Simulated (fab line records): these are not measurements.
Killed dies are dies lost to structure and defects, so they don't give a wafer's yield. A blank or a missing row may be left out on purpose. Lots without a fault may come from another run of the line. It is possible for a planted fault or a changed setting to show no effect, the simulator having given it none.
Matching of chambers -- flow n5 finfet -- N5_DUMMY_GATE_ETCH_44 on rie si-06 has 4 sister chambers
The step etches poly-Si in HBr/O2, stops on SiO2, target depth 127.5 nm. 33 wafers are shown with their chamber, then 12 later ones without.

## WAFERS, EACH WITH ITS CHAMBER
wafer,chamber,throttle valve pct (%),drypump motor current A (A),oes product au (a.u.)
L078.1,0,18.00,5.5,0.722
L078.3,1,18.59,5.4,0.726
L078.6,3,18.42,5.2,0.725
L079.3,1,18.61,5.5,0.729
L079.4,3,18.44,5.2,0.720
L079.6,3,18.43,5.2,0.715
L082.1,1,18.59,5.4,0.725
L082.2,2,18.13,5.5,0.772
L082.5,3,18.42,5.2,0.726
L083.1,1,18.58,5.4,0.735
L083.2,2,18.15,5.5,0.755
L083.3,0,18.01,5.6,0.713
L083.4,3,18.43,5.2,0.720
L083.5,3,18.44,5.2,0.714
L083.6,2,18.13,5.5,0.760
L084.2,1,18.59,5.4,0.735
L084.4,3,18.43,5.2,0.720
L084.6,1,18.61,5.4,0.728
L085.1,0,18.01,5.6,0.724
L085.2,1,18.58,5.5,0.730
L085.3,3,18.43,5.2,0.727
L085.4,2,18.17,5.5,0.766
L085.5,3,18.41,5.2,0.730
L085.6,2,18.16,5.5,0.761
L086.3,2,18.15,5.5,0.748
L086.4,1,18.60,5.4,0.727
L086.6,2,18.16,5.5,0.750
L087.1,1,18.60,5.4,0.731
L087.2,2,18.14,5.5,0.731
L087.3,0,18.00,5.5,0.724
L088.1,2,18.16,5.5,0.750
L088.4,0,18.00,5.5,0.717
L088.6,3,18.42,5.2,0.723

SIGNATURES (means of the wafers above)
reading,chamber 0,chamber 1,chamber 2,chamber 3,scatter within a chamber
throttle valve pct,18.0040,18.5944,18.1500,18.4270,0.0111
drypump motor current A,5.540,5.422,5.500,5.200,0.0308
oes product au,0.72000,0.72956,0.75478,0.72200,0.00739
Rule: a wafer lies at a distance from a chamber equal to the root of the sum of squares, over the readings, of (its reading less the chamber's mean, divided by the reading's scatter). The wafer belongs to the nearest chamber; if the next one is less than 2 further off, it can't be placed. The scatter: take each reading less its chamber's mean, square it, sum over the shown wafers, divide by the number of wafers less the number of chambers, and take the root.

## WAFERS WHOSE CHAMBER IS MISSING
wafer,throttle valve pct (%),drypump motor current A (A),oes product au (a.u.)
L089.1,18.42,5.2,0.718
L089.2,18.01,5.5,0.717
L089.3,18.15,5.5,0.740
L090.3,18.01,5.5,0.704
L090.4,18.14,5.5,0.746
L090.6,18.01,5.6,0.718
L091.2,18.00,5.6,0.722
L091.4,18.59,5.4,0.732
L091.6,18.14,5.5,0.742
L092.4,18.60,5.4,0.720
L092.5,18.01,5.5,0.712
L092.6,18.42,5.2,0.718

## EACH ONE'S CHAMBER
wafer,from the rows above,in truth
L089.1,3,3
L089.2,0,0
L089.3,2,2
L090.3,0,0
L090.4,2,2
L090.6,0,0
L091.2,0,0
L091.4,1,1
L091.6,2,2
L092.4,1,1
L092.5,0,0
L092.6,3,3
Correctly placed: 12 of 12. From these rows, 0 cannot be placed. 0 placed wrongly.
